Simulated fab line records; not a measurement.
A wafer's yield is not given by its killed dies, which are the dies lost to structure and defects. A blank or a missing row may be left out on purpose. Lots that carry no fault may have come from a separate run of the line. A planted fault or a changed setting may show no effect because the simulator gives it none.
The tool behind it: which one? / flow nandHarc / 72 wafers from 24 lots sampled at 6 of the route's 1302 steps

## WHAT EACH GAUGE READ, for each wafer
NHARC_P_BONDPAD_OVL_MEAS_38. Usual: overlayXNm 0 nm, standard deviation 5; overlayYNm 1 nm, standard deviation 5.8.
lot=L074; measured=day 6 13:22; on=overlay-01; overlayXNm (nm)=-5 -5 -5; overlayYNm (nm)=1 2 1; flag=
lot=L075; measured=day 7 00:11; on=overlay-01; overlayXNm (nm)=2 2 2; overlayYNm (nm)=8 7 7; flag=
lot=L076; measured=day 7 14:12; on=overlay-02; overlayXNm (nm)=5 5 5; overlayYNm (nm)=-3 -2 -3; flag=
lot=L077; measured=day 8 00:22; on=overlay-01; overlayXNm (nm)=4 4 5; overlayYNm (nm)=6 6 6; flag=
lot=L078; measured=day 8 10:25; on=overlay-01; overlayXNm (nm)=4 5 5; overlayYNm (nm)=3 3 2; flag=
lot=L079; measured=day 8 16:12; on=overlay-02; overlayXNm (nm)=7 7 6; overlayYNm (nm)=-1 -1 -1; flag=
lot=L080; measured=day 8 22:05; on=overlay-02; overlayXNm (nm)=4 4 4; overlayYNm (nm)=-3 -3 -3; flag=
lot=L081; measured=day 9 11:53; on=overlay-02; overlayXNm (nm)=3 3 3; overlayYNm (nm)=9 9 10; flag=
lot=L082; measured=day 10 03:08; on=overlay-01; overlayXNm (nm)=3 3 3; overlayYNm (nm)=-12 -12 -12; flag=
lot=L083; measured=day 10 09:24; on=overlay-01; overlayXNm (nm)=7 7 8; overlayYNm (nm)=2 2 2; flag=
lot=L084; measured=day 11 00:44; on=overlay-02; overlayXNm (nm)=0 0 0; overlayYNm (nm)=-4 -5 -5; flag=
lot=L085; measured=day 11 01:47; on=overlay-01; overlayXNm (nm)=-3 -3 -3; overlayYNm (nm)=5 5 5; flag=
lot=L086; measured=day 11 11:41; on=overlay-02; overlayXNm (nm)=3 2 2; overlayYNm (nm)=8 8 8; flag=
lot=L087; measured=day 12 01:38; on=overlay-01; overlayXNm (nm)=0 0 0; overlayYNm (nm)=-3 -3 -3; flag=
lot=L089; measured=day 12 17:41; on=overlay-01; overlayXNm (nm)=-3 -3 -3; overlayYNm (nm)=-5 -6 -5; flag=
lot=L088; measured=day 12 18:34; on=overlay-02; overlayXNm (nm)=-3 -3 -4; overlayYNm (nm)=0 0 0; flag=
lot=L090; measured=day 13 03:50; on=overlay-02; overlayXNm (nm)=-8 -8 -8; overlayYNm (nm)=9 9 10; flag=
lot=L091; measured=day 13 14:33; on=overlay-01; overlayXNm (nm)=-8 -7 -7; overlayYNm (nm)=10 10 10; flag=
lot=L092; measured=day 13 23:32; on=overlay-02; overlayXNm (nm)=-4 -4 -4; overlayYNm (nm)=-2 -2 -2; flag=
lot=L093; measured=day 14 16:22; on=overlay-02; overlayXNm (nm)=-12 -12 -12; overlayYNm (nm)=10 11 10; flag=
lot=L094; measured=day 14 22:11; on=overlay-01; overlayXNm (nm)=2 2 2; overlayYNm (nm)=3 4 4; flag=
lot=L095; measured=day 15 09:10; on=overlay-02; overlayXNm (nm)=3 4 4; overlayYNm (nm)=-6 -6 -6; flag=
lot=L096; measured=day 15 21:26; on=overlay-02; overlayXNm (nm)=-7 -6 -6; overlayYNm (nm)=1 0 0; flag=
lot=L097; measured=day 16 04:48; on=overlay-01; overlayXNm (nm)=1 1 1; overlayYNm (nm)=-4 -4 -4; flag=

## WHICH TOOL RAN EACH LOT (tool, then ch and the chambers of the sampled wafers, then the start)
lot=L074; NHARC_P_M0_PRE_CLEAN_31=pecvd-02 ch 0,1,2, day 6 03:16; NHARC_P_M1_DESCUM_14=rieDiel-08 ch 1,2,3, day 6 04:47; NHARC_P_M1_PVD_21=pvdSputter-03, day 6 06:32 or earlier; NHARC_P_M1_ANNEAL_31=rtpAnneal-02 ch 0, day 6 06:32; NHARC_P_M1_DEP_33=pecvd-01 ch 0,1,2, day 6 07:30
lot=L075; NHARC_P_M0_PRE_CLEAN_31=pecvd-02 ch 0,2, day 6 14:04; NHARC_P_M1_DESCUM_14=rieDiel-05 ch 0,1,3, day 6 15:27; NHARC_P_M1_PVD_21=pvdSputter-03, day 6 17:19 or earlier; NHARC_P_M1_ANNEAL_31=rtpAnneal-02 ch 0, day 6 17:19; NHARC_P_M1_DEP_33=pecvd-04 ch 1,2, day 6 18:19
lot=L076; NHARC_P_M0_PRE_CLEAN_31=pecvd-04 ch 0,1,2, day 7 04:09; NHARC_P_M1_DESCUM_14=rieDiel-05 ch 2,3, day 7 05:32; NHARC_P_M1_PVD_21=pvdSputter-03, day 7 07:19 or earlier; NHARC_P_M1_ANNEAL_31=rtpAnneal-02 ch 0, day 7 07:19; NHARC_P_M1_DEP_33=pecvd-04 ch 0,2, day 7 08:22
lot=L077; NHARC_P_M0_PRE_CLEAN_31=pecvd-02 ch 0,1,2, day 7 14:14; NHARC_P_M1_DESCUM_14=rieDiel-08 ch 0,1,3, day 7 15:43; NHARC_P_M1_PVD_21=pvdSputter-03, day 7 17:38 or earlier; NHARC_P_M1_ANNEAL_31=rtpAnneal-01 ch 0, day 7 17:38; NHARC_P_M1_DEP_33=pecvd-01 ch 0,1,2, day 7 18:34
lot=L078; NHARC_P_M0_PRE_CLEAN_31=pecvd-01 ch 0,1,2, day 8 00:25; NHARC_P_M1_DESCUM_14=rieDiel-05 ch 0,1,2, day 8 01:58; NHARC_P_M1_PVD_21=pvdSputter-01, day 8 03:43 or earlier; NHARC_P_M1_ANNEAL_31=rtpAnneal-02 ch 0, day 8 03:43; NHARC_P_M1_DEP_33=pecvd-01 ch 0,1, day 8 04:40
lot=L079; NHARC_P_M0_PRE_CLEAN_31=pecvd-04 ch 1,2, day 8 06:04; NHARC_P_M1_DESCUM_14=rieDiel-09 ch 1,2, day 8 07:34; NHARC_P_M1_PVD_21=pvdSputter-01, day 8 09:22 or earlier; NHARC_P_M1_ANNEAL_31=rtpAnneal-02 ch 0, day 8 09:22; NHARC_P_M1_DEP_33=pecvd-04 ch 0,1,2, day 8 10:25
lot=L080; NHARC_P_M0_PRE_CLEAN_31=pecvd-01 ch 0,1, day 8 11:59; NHARC_P_M1_DESCUM_14=rieDiel-08 ch 0,1,2, day 8 13:38; NHARC_P_M1_PVD_21=pvdSputter-01, day 8 15:26 or earlier; NHARC_P_M1_ANNEAL_31=rtpAnneal-02 ch 0, day 8 15:26; NHARC_P_M1_DEP_33=pecvd-01 ch 0,2, day 8 16:21
lot=L081; NHARC_P_M0_PRE_CLEAN_31=pecvd-01 ch 0,1,2, day 9 01:44; NHARC_P_M1_DESCUM_14=rieDiel-09 ch 0,1,3, day 9 03:14; NHARC_P_M1_PVD_21=pvdSputter-02, day 9 05:04 or earlier; NHARC_P_M1_ANNEAL_31=rtpAnneal-02 ch 0, day 9 05:04; NHARC_P_M1_DEP_33=pecvd-02 ch 0,1, day 9 06:03
lot=L082; NHARC_P_M0_PRE_CLEAN_31=pecvd-04 ch 1,2, day 9 16:35; NHARC_P_M1_DESCUM_14=rieDiel-05 ch 0,3, day 9 18:05; NHARC_P_M1_PVD_21=pvdSputter-01, day 9 20:11 or earlier; NHARC_P_M1_ANNEAL_31=rtpAnneal-01 ch 0, day 9 20:11; NHARC_P_M1_DEP_33=pecvd-01 ch 1,2, day 9 21:05
lot=L083; NHARC_P_M0_PRE_CLEAN_31=pecvd-01 ch 1,2, day 9 22:51; NHARC_P_M1_DESCUM_14=rieDiel-08 ch 1,3, day 10 00:13; NHARC_P_M1_PVD_21=pvdSputter-01, day 10 02:14 or earlier; NHARC_P_M1_ANNEAL_31=rtpAnneal-02 ch 0, day 10 02:14; NHARC_P_M1_DEP_33=pecvd-01 ch 0,1, day 10 03:05
lot=L084; NHARC_P_M0_PRE_CLEAN_31=pecvd-01 ch 1,2, day 10 14:41; NHARC_P_M1_DESCUM_14=rieDiel-09 ch 1,2, day 10 16:11; NHARC_P_M1_PVD_21=pvdSputter-02, day 10 17:56 or earlier; NHARC_P_M1_ANNEAL_31=rtpAnneal-01 ch 0, day 10 17:56; NHARC_P_M1_DEP_33=pecvd-01 ch 0,2, day 10 18:58
lot=L085; NHARC_P_M0_PRE_CLEAN_31=pecvd-01 ch 0,2, day 10 15:55; NHARC_P_M1_DESCUM_14=rieDiel-09 ch 0,2,3, day 10 17:18; NHARC_P_M1_PVD_21=pvdSputter-03, day 10 19:04 or earlier; NHARC_P_M1_ANNEAL_31=rtpAnneal-02 ch 0, day 10 19:04; NHARC_P_M1_DEP_33=pecvd-04 ch 0,1, day 10 20:04
lot=L086; NHARC_P_M0_PRE_CLEAN_31=pecvd-04 ch 0,2, day 11 01:20; NHARC_P_M1_DESCUM_14=rieDiel-05 ch 0,1, day 11 02:43; NHARC_P_M1_PVD_21=pvdSputter-03, day 11 04:32 or earlier; NHARC_P_M1_ANNEAL_31=rtpAnneal-01 ch 0, day 11 04:32; NHARC_P_M1_DEP_33=pecvd-01 ch 0,1,2, day 11 05:29
lot=L087; NHARC_P_M0_PRE_CLEAN_31=pecvd-01 ch 0,1, day 11 15:51; NHARC_P_M1_DESCUM_14=rieDiel-08 ch 0,1,3, day 11 17:13; NHARC_P_M1_PVD_21=pvdSputter-02, day 11 18:58 or earlier; NHARC_P_M1_ANNEAL_31=rtpAnneal-01 ch 0, day 11 18:58; NHARC_P_M1_DEP_33=pecvd-01 ch 0,1,2, day 11 19:58
lot=L089; NHARC_P_M0_PRE_CLEAN_31=pecvd-01 ch 0,1,2, day 12 07:50; NHARC_P_M1_DESCUM_14=rieDiel-05 ch 0,2, day 12 09:13; NHARC_P_M1_PVD_21=pvdSputter-02, day 12 10:58 or earlier; NHARC_P_M1_ANNEAL_31=rtpAnneal-01 ch 0, day 12 10:58; NHARC_P_M1_DEP_33=pecvd-02 ch 0,1, day 12 11:58
lot=L088; NHARC_P_M0_PRE_CLEAN_31=pecvd-02 ch 0,2, day 12 08:26; NHARC_P_M1_DESCUM_14=rieDiel-05 ch 1,2, day 12 09:56; NHARC_P_M1_PVD_21=pvdSputter-01, day 12 11:40 or earlier; NHARC_P_M1_ANNEAL_31=rtpAnneal-01 ch 0, day 12 11:40; NHARC_P_M1_DEP_33=pecvd-02 ch 0,1,2, day 12 12:41
lot=L090; NHARC_P_M0_PRE_CLEAN_31=pecvd-01 ch 0,1,2, day 12 17:32; NHARC_P_M1_DESCUM_14=rieDiel-08 ch 0,2, day 12 19:00; NHARC_P_M1_PVD_21=pvdSputter-03, day 12 21:02 or earlier; NHARC_P_M1_ANNEAL_31=rtpAnneal-01 ch 0, day 12 21:02; NHARC_P_M1_DEP_33=pecvd-01 ch 1,2, day 12 22:07
lot=L091; NHARC_P_M0_PRE_CLEAN_31=pecvd-01 ch 1,2, day 13 04:41; NHARC_P_M1_DESCUM_14=rieDiel-08 ch 0,1,3, day 13 06:05; NHARC_P_M1_PVD_21=pvdSputter-02, day 13 07:51 or earlier; NHARC_P_M1_ANNEAL_31=rtpAnneal-01 ch 0, day 13 07:51; NHARC_P_M1_DEP_33=pecvd-01 ch 0,1,2, day 13 08:49
lot=L092; NHARC_P_M0_PRE_CLEAN_31=pecvd-04 ch 0,1,2, day 13 13:25; NHARC_P_M1_DESCUM_14=rieDiel-08 ch 1,2, day 13 14:55; NHARC_P_M1_PVD_21=pvdSputter-03, day 13 16:45 or earlier; NHARC_P_M1_ANNEAL_31=rtpAnneal-01 ch 0, day 13 16:45; NHARC_P_M1_DEP_33=pecvd-04 ch 1,2, day 13 17:43
lot=L093; NHARC_P_M0_PRE_CLEAN_31=pecvd-02 ch 0,1, day 14 06:13; NHARC_P_M1_DESCUM_14=rieDiel-09 ch 0,2,3, day 14 07:41; NHARC_P_M1_PVD_21=pvdSputter-02, day 14 09:29 or earlier; NHARC_P_M1_ANNEAL_31=rtpAnneal-02 ch 0, day 14 09:29; NHARC_P_M1_DEP_33=pecvd-02 ch 0,1,2, day 14 10:27
lot=L094; NHARC_P_M0_PRE_CLEAN_31=pecvd-02 ch 1,2, day 14 11:54; NHARC_P_M1_DESCUM_14=rieDiel-08 ch 1,2, day 14 13:25; NHARC_P_M1_PVD_21=pvdSputter-01, day 14 15:16 or earlier; NHARC_P_M1_ANNEAL_31=rtpAnneal-02 ch 0, day 14 15:16; NHARC_P_M1_DEP_33=pecvd-02 ch 0,2, day 14 16:19
lot=L095; NHARC_P_M0_PRE_CLEAN_31=pecvd-02 ch 0,1,2, day 14 22:37; NHARC_P_M1_DESCUM_14=rieDiel-05 ch 1,2, day 15 00:08; NHARC_P_M1_PVD_21=pvdSputter-02, day 15 02:23 or earlier; NHARC_P_M1_ANNEAL_31=rtpAnneal-01 ch 0, day 15 02:23; NHARC_P_M1_DEP_33=pecvd-02 ch 0,1,2, day 15 03:18
lot=L096; NHARC_P_M0_PRE_CLEAN_31=pecvd-04 ch 0,1,2, day 15 11:10; NHARC_P_M1_DESCUM_14=rieDiel-08 ch 0,1,3, day 15 12:42; NHARC_P_M1_PVD_21=pvdSputter-02, day 15 14:29 or earlier; NHARC_P_M1_ANNEAL_31=rtpAnneal-02 ch 0, day 15 14:29; NHARC_P_M1_DEP_33=pecvd-01 ch 0,1, day 15 15:31
lot=L097; NHARC_P_M0_PRE_CLEAN_31=pecvd-01 ch 1,2, day 15 18:47; NHARC_P_M1_DESCUM_14=rieDiel-05 ch 0,1,3, day 15 20:17; NHARC_P_M1_PVD_21=pvdSputter-01, day 15 22:06 or earlier; NHARC_P_M1_ANNEAL_31=rtpAnneal-02 ch 0, day 15 22:06; NHARC_P_M1_DEP_33=pecvd-01 ch 0,1,2, day 15 23:01
- NHARC_P_M0_PRE_CLEAN_31: time 12 s.
- NHARC_P_M1_DESCUM_14: chemistry O2, time 3 s.
- NHARC_P_M1_PVD_21: deposits Cu, target thk 30 nm, time 20.49 s.
- NHARC_P_M1_ANNEAL_31: time 90 s.
- NHARC_P_M1_DEP_33: deposits SiCN, target thk 30 nm.

## WHAT THE TOOLS THEMSELVES READ (means of the sampled wafers that have a number; where no wafer has one, the mark that the record gives instead)
NHARC_P_M0_PRE_CLEAN_31. Usual: heaterPowerW 579 W, standard deviation 59.
lot=L074; tool=pecvd-02; heaterPowerW (W)=566; flag=
lot=L075; tool=pecvd-02; heaterPowerW (W)=599; flag=
lot=L076; tool=pecvd-04; heaterPowerW (W)=607; flag=
lot=L077; tool=pecvd-02; heaterPowerW (W)=544; flag=
lot=L078; tool=pecvd-01; heaterPowerW (W)=558; flag=
lot=L079; tool=pecvd-04; heaterPowerW (W)=592; flag=
lot=L080; tool=pecvd-01; heaterPowerW (W)=564; flag=
lot=L081; tool=pecvd-01; heaterPowerW (W)=569; flag=
lot=L082; tool=pecvd-04; heaterPowerW (W)=606; flag=
lot=L083; tool=pecvd-01; heaterPowerW (W)=590; flag=
lot=L084; tool=pecvd-01; heaterPowerW (W)=556; flag=
lot=L085; tool=pecvd-01; heaterPowerW (W)=576; flag=
lot=L086; tool=pecvd-04; heaterPowerW (W)=534; flag=
lot=L087; tool=pecvd-01; heaterPowerW (W)=597; flag=
lot=L089; tool=pecvd-01; heaterPowerW (W)=559; flag=
lot=L088; tool=pecvd-02; heaterPowerW (W)=595; flag=
lot=L090; tool=pecvd-01; heaterPowerW (W)=561; flag=
lot=L091; tool=pecvd-01; heaterPowerW (W)=530; flag=
lot=L092; tool=pecvd-04; heaterPowerW (W)=609; flag=
lot=L093; tool=pecvd-02; heaterPowerW (W)=644; flag=
lot=L094; tool=pecvd-02; heaterPowerW (W)=568; flag=
lot=L095; tool=pecvd-02; heaterPowerW (W)=597; flag=
lot=L096; tool=pecvd-04; heaterPowerW (W)=607; flag=
lot=L097; tool=pecvd-01; heaterPowerW (W)=589; flag=

NHARC_P_M1_DESCUM_14. Usual: drypumpMotorCurrentA 5.5 A, standard deviation 0.32; o2FlowSccm 199.9 sccm, standard deviation 0.59; oesProductAu 1.001 a.u., standard deviation 0.0078; rfVppV 57.9 V, standard deviation 0.86; showerheadPlenumPTorr 1.93 Torr, standard deviation 0.083; throttleValvePct 11.312 %, standard deviation 0.01.
lot=L074; tool=rieDiel-08; drypumpMotorCurrentA (A)=5.7; o2FlowSccm (sccm)=200.4; oesProductAu (a.u.)=0.999; rfVppV (V)=57.6; showerheadPlenumPTorr (Torr)=1.85; throttleValvePct (%)=11.316; flag=
lot=L075; tool=rieDiel-05; drypumpMotorCurrentA (A)=5.5; o2FlowSccm (sccm)=199.3; oesProductAu (a.u.)=1.004; rfVppV (V)=57.5; showerheadPlenumPTorr (Torr)=1.98; throttleValvePct (%)=11.318; flag=
lot=L076; tool=rieDiel-05; drypumpMotorCurrentA (A)=5.8; o2FlowSccm (sccm)=199.7; oesProductAu (a.u.)=1.001; rfVppV (V)=57.6; showerheadPlenumPTorr (Torr)=1.84; throttleValvePct (%)=11.318; flag=
lot=L077; tool=rieDiel-08; drypumpMotorCurrentA (A)=5.5; o2FlowSccm (sccm)=200.0; oesProductAu (a.u.)=0.992; rfVppV (V)=57.2; showerheadPlenumPTorr (Torr)=1.91; throttleValvePct (%)=11.318; flag=
lot=L078; tool=rieDiel-05; drypumpMotorCurrentA (A)=5.3; o2FlowSccm (sccm)=199.7; oesProductAu (a.u.)=0.999; rfVppV (V)=57.9; showerheadPlenumPTorr (Torr)=1.93; throttleValvePct (%)=11.307; flag=
lot=L079; tool=rieDiel-09; drypumpMotorCurrentA (A)=5.4; o2FlowSccm (sccm)=199.6; oesProductAu (a.u.)=1.001; rfVppV (V)=58.1; showerheadPlenumPTorr (Torr)=1.97; throttleValvePct (%)=11.303; flag=
lot=L080; tool=rieDiel-08; drypumpMotorCurrentA (A)=5.6; o2FlowSccm (sccm)=199.7; oesProductAu (a.u.)=1.004; rfVppV (V)=58.6; showerheadPlenumPTorr (Torr)=1.90; throttleValvePct (%)=11.308; flag=
lot=L081; tool=rieDiel-09; drypumpMotorCurrentA (A)=5.3; o2FlowSccm (sccm)=200.1; oesProductAu (a.u.)=1.008; rfVppV (V)=57.8; showerheadPlenumPTorr (Torr)=1.98; throttleValvePct (%)=11.315; flag=
lot=L082; tool=rieDiel-05; drypumpMotorCurrentA (A)=5.9; o2FlowSccm (sccm)=199.6; oesProductAu (a.u.)=0.999; rfVppV (V)=57.3; showerheadPlenumPTorr (Torr)=1.96; throttleValvePct (%)=11.326; flag=
lot=L083; tool=rieDiel-08; drypumpMotorCurrentA (A)=5.6; o2FlowSccm (sccm)=199.9; oesProductAu (a.u.)=1.002; rfVppV (V)=57.7; showerheadPlenumPTorr (Torr)=1.86; throttleValvePct (%)=11.309; flag=
lot=L084; tool=rieDiel-09; drypumpMotorCurrentA (A)=5.5; o2FlowSccm (sccm)=200.1; oesProductAu (a.u.)=1.001; rfVppV (V)=57.4; showerheadPlenumPTorr (Torr)=1.91; throttleValvePct (%)=11.300; flag=
lot=L085; tool=rieDiel-09; drypumpMotorCurrentA (A)=5.4; o2FlowSccm (sccm)=199.9; oesProductAu (a.u.)=1.006; rfVppV (V)=57.6; showerheadPlenumPTorr (Torr)=1.92; throttleValvePct (%)=11.311; flag=
lot=L086; tool=rieDiel-05; drypumpMotorCurrentA (A)=5.2; o2FlowSccm (sccm)=200.3; oesProductAu (a.u.)=1.000; rfVppV (V)=58.7; showerheadPlenumPTorr (Torr)=2.00; throttleValvePct (%)=11.318; flag=
lot=L087; tool=rieDiel-08; drypumpMotorCurrentA (A)=5.5; o2FlowSccm (sccm)=200.1; oesProductAu (a.u.)=1.001; rfVppV (V)=57.6; showerheadPlenumPTorr (Torr)=1.91; throttleValvePct (%)=11.319; flag=
lot=L089; tool=rieDiel-05; drypumpMotorCurrentA (A)=5.4; o2FlowSccm (sccm)=199.2; oesProductAu (a.u.)=0.995; rfVppV (V)=59.1; showerheadPlenumPTorr (Torr)=1.94; throttleValvePct (%)=11.311; flag=
lot=L088; tool=rieDiel-05; drypumpMotorCurrentA (A)=5.3; o2FlowSccm (sccm)=200.4; oesProductAu (a.u.)=0.989; rfVppV (V)=57.6; showerheadPlenumPTorr (Torr)=1.92; throttleValvePct (%)=11.309; flag=
lot=L090; tool=rieDiel-08; drypumpMotorCurrentA (A)=5.4; o2FlowSccm (sccm)=200.1; oesProductAu (a.u.)=1.004; rfVppV (V)=58.6; showerheadPlenumPTorr (Torr)=1.97; throttleValvePct (%)=11.310; flag=
lot=L091; tool=rieDiel-08; drypumpMotorCurrentA (A)=5.6; o2FlowSccm (sccm)=199.9; oesProductAu (a.u.)=1.005; rfVppV (V)=59.0; showerheadPlenumPTorr (Torr)=1.91; throttleValvePct (%)=11.307; flag=
lot=L092; tool=rieDiel-08; drypumpMotorCurrentA (A)=5.8; o2FlowSccm (sccm)=200.8; oesProductAu (a.u.)=1.003; rfVppV (V)=57.5; showerheadPlenumPTorr (Torr)=1.84; throttleValvePct (%)=11.316; flag=
lot=L093; tool=rieDiel-09; drypumpMotorCurrentA (A)=5.4; o2FlowSccm (sccm)=200.1; oesProductAu (a.u.)=1.012; rfVppV (V)=58.8; showerheadPlenumPTorr (Torr)=1.91; throttleValvePct (%)=11.307; flag=
lot=L094; tool=rieDiel-08; drypumpMotorCurrentA (A)=5.8; o2FlowSccm (sccm)=199.7; oesProductAu (a.u.)=1.007; rfVppV (V)=57.5; showerheadPlenumPTorr (Torr)=1.84; throttleValvePct (%)=11.308; flag=
lot=L095; tool=rieDiel-05; drypumpMotorCurrentA (A)=5.3; o2FlowSccm (sccm)=200.0; oesProductAu (a.u.)=1.000; rfVppV (V)=56.7; showerheadPlenumPTorr (Torr)=1.92; throttleValvePct (%)=11.311; flag=
lot=L096; tool=rieDiel-08; drypumpMotorCurrentA (A)=5.5; o2FlowSccm (sccm)=199.9; oesProductAu (a.u.)=1.000; rfVppV (V)=58.1; showerheadPlenumPTorr (Torr)=1.91; throttleValvePct (%)=11.315; flag=
lot=L097; tool=rieDiel-05; drypumpMotorCurrentA (A)=5.5; o2FlowSccm (sccm)=200.3; oesProductAu (a.u.)=0.995; rfVppV (V)=57.1; showerheadPlenumPTorr (Torr)=1.97; throttleValvePct (%)=11.317; flag=

NHARC_P_M1_PVD_21. Usual: chamberPressurePa 5.000 Pa, standard deviation 0.0087; throttleValvePct 29.6 %, standard deviation 0.76.
lot=L074; tool=pvdSputter-03; chamberPressurePa (Pa)=4.994; throttleValvePct (%)=30.1; flag=
lot=L075; tool=pvdSputter-03; chamberPressurePa (Pa)=4.998; throttleValvePct (%)=29.5; flag=
lot=L076; tool=pvdSputter-03; chamberPressurePa (Pa)=5.005; throttleValvePct (%)=29.5; flag=
lot=L077; tool=pvdSputter-03; chamberPressurePa (Pa)=4.999; throttleValvePct (%)=29.6; flag=
lot=L078; tool=pvdSputter-01; chamberPressurePa (Pa)=4.990; throttleValvePct (%)=29.1; flag=
lot=L079; tool=pvdSputter-01; chamberPressurePa (Pa)=4.999; throttleValvePct (%)=29.0; flag=
lot=L080; tool=pvdSputter-01; chamberPressurePa (Pa)=5.003; throttleValvePct (%)=28.8; flag=
lot=L081; tool=pvdSputter-02; chamberPressurePa (Pa)=4.999; throttleValvePct (%)=29.8; flag=
lot=L082; tool=pvdSputter-01; chamberPressurePa (Pa)=5.011; throttleValvePct (%)=29.0; flag=
lot=L083; tool=pvdSputter-01; chamberPressurePa (Pa)=5.002; throttleValvePct (%)=29.4; flag=
lot=L084; tool=pvdSputter-02; chamberPressurePa (Pa)=5.007; throttleValvePct (%)=30.0; flag=
lot=L085; tool=pvdSputter-03; chamberPressurePa (Pa)=5.007; throttleValvePct (%)=30.0; flag=
lot=L086; tool=pvdSputter-03; chamberPressurePa (Pa)=5.002; throttleValvePct (%)=30.2; flag=
lot=L087; tool=pvdSputter-02; chamberPressurePa (Pa)=5.000; throttleValvePct (%)=29.3; flag=
lot=L089; tool=pvdSputter-02; chamberPressurePa (Pa)=4.993; throttleValvePct (%)=30.0; flag=
lot=L088; tool=pvdSputter-01; chamberPressurePa (Pa)=4.996; throttleValvePct (%)=29.4; flag=
lot=L090; tool=pvdSputter-03; chamberPressurePa (Pa)=4.995; throttleValvePct (%)=29.8; flag=
lot=L091; tool=pvdSputter-02; chamberPressurePa (Pa)=5.003; throttleValvePct (%)=29.3; flag=
lot=L092; tool=pvdSputter-03; chamberPressurePa (Pa)=4.996; throttleValvePct (%)=30.1; flag=
lot=L093; tool=pvdSputter-02; chamberPressurePa (Pa)=4.999; throttleValvePct (%)=28.6; flag=
lot=L094; tool=pvdSputter-01; chamberPressurePa (Pa)=5.005; throttleValvePct (%)=29.4; flag=
lot=L095; tool=pvdSputter-02; chamberPressurePa (Pa)=4.992; throttleValvePct (%)=29.3; flag=
lot=L096; tool=pvdSputter-02; chamberPressurePa (Pa)=5.011; throttleValvePct (%)=30.3; flag=
lot=L097; tool=pvdSputter-01; chamberPressurePa (Pa)=4.997; throttleValvePct (%)=29.9; flag=

NHARC_P_M1_ANNEAL_31. Usual: wafer_temp_C_max 226.02, standard deviation 0.26.
lot=L074 tool=rtpAnneal-02 wafer_temp_C_max=226.16 flag=
lot=L075 tool=rtpAnneal-02 wafer_temp_C_max=226.21 flag=
lot=L076 tool=rtpAnneal-02 wafer_temp_C_max=226.14 flag=
lot=L077 tool=rtpAnneal-01 wafer_temp_C_max=226.04 flag=
lot=L078 tool=rtpAnneal-02 wafer_temp_C_max=225.92 flag=
lot=L079 tool=rtpAnneal-02 wafer_temp_C_max=225.99 flag=
lot=L080 tool=rtpAnneal-02 wafer_temp_C_max=226.23 flag=
lot=L081 tool=rtpAnneal-02 wafer_temp_C_max=226.00 flag=
lot=L082 tool=rtpAnneal-01 wafer_temp_C_max=225.59 flag=
lot=L083 tool=rtpAnneal-02 wafer_temp_C_max=226.34 flag=
lot=L084 tool=rtpAnneal-01 wafer_temp_C_max=225.69 flag=
lot=L085 tool=rtpAnneal-02 wafer_temp_C_max=226.19 flag=
lot=L086 tool=rtpAnneal-01 wafer_temp_C_max=225.87 flag=
lot=L087 tool=rtpAnneal-01 wafer_temp_C_max=225.77 flag=
lot=L089 tool=rtpAnneal-01 wafer_temp_C_max=226.03 flag=
lot=L088 tool=rtpAnneal-01 wafer_temp_C_max=225.69 flag=
lot=L090 tool=rtpAnneal-01 wafer_temp_C_max=226.14 flag=
lot=L091 tool=rtpAnneal-01 wafer_temp_C_max=225.86 flag=
lot=L092 tool=rtpAnneal-01 wafer_temp_C_max=225.93 flag=
lot=L093 tool=rtpAnneal-02 wafer_temp_C_max=225.94 flag=
lot=L094 tool=rtpAnneal-02 wafer_temp_C_max=225.92 flag=
lot=L095 tool=rtpAnneal-01 wafer_temp_C_max=225.89 flag=
lot=L096 tool=rtpAnneal-02 wafer_temp_C_max=226.13 flag=
lot=L097 tool=rtpAnneal-02 wafer_temp_C_max=226.16 flag=

NHARC_P_M1_DEP_33. Usual: heaterPowerW 527 W, standard deviation 53.
lot=L074; tool=pecvd-01; heaterPowerW (W)=544; flag=
lot=L075; tool=pecvd-04; heaterPowerW (W)=546; flag=
lot=L076; tool=pecvd-04; heaterPowerW (W)=522; flag=
lot=L077; tool=pecvd-01; heaterPowerW (W)=523; flag=
lot=L078; tool=pecvd-01; heaterPowerW (W)=535; flag=
lot=L079; tool=pecvd-04; heaterPowerW (W)=520; flag=
lot=L080; tool=pecvd-01; heaterPowerW (W)=517; flag=
lot=L081; tool=pecvd-02; heaterPowerW (W)=611; flag=
lot=L082; tool=pecvd-01; heaterPowerW (W)=521; flag=
lot=L083; tool=pecvd-01; heaterPowerW (W)=512; flag=
lot=L084; tool=pecvd-01; heaterPowerW (W)=545; flag=
lot=L085; tool=pecvd-04; heaterPowerW (W)=554; flag=
lot=L086; tool=pecvd-01; heaterPowerW (W)=520; flag=
lot=L087; tool=pecvd-01; heaterPowerW (W)=493; flag=
lot=L089; tool=pecvd-02; heaterPowerW (W)=586; flag=
lot=L088; tool=pecvd-02; heaterPowerW (W)=545; flag=
lot=L090; tool=pecvd-01; heaterPowerW (W)=522; flag=
lot=L091; tool=pecvd-01; heaterPowerW (W)=527; flag=
lot=L092; tool=pecvd-04; heaterPowerW (W)=522; flag=
lot=L093; tool=pecvd-02; heaterPowerW (W)=540; flag=
lot=L094; tool=pecvd-02; heaterPowerW (W)=527; flag=
lot=L095; tool=pecvd-02; heaterPowerW (W)=552; flag=
lot=L096; tool=pecvd-01; heaterPowerW (W)=555; flag=
lot=L097; tool=pecvd-01; heaterPowerW (W)=554; flag=

## THE ANSWER, worked out from the rows above alone
Rule: take the mean of a lot's wafers that have a number; if it is more than 3 standard deviations from the usual mean, the lot is off. Also off: a lot with no number at a reading for which 4 or more lots have one. Any other lot the step has rows for is counted as sound. The gauges are gone through in route order, then the tools' own readings, and for those a lot's mean is taken as printed above. The first step at which some lot is off is used, and at that step the reading that is off furthest; a lot without a number counts as furthest.
No lot is off on any of the readings shown, so nothing can be concluded from this.

## WHAT WAS PUT IN BY THE SIMULATOR
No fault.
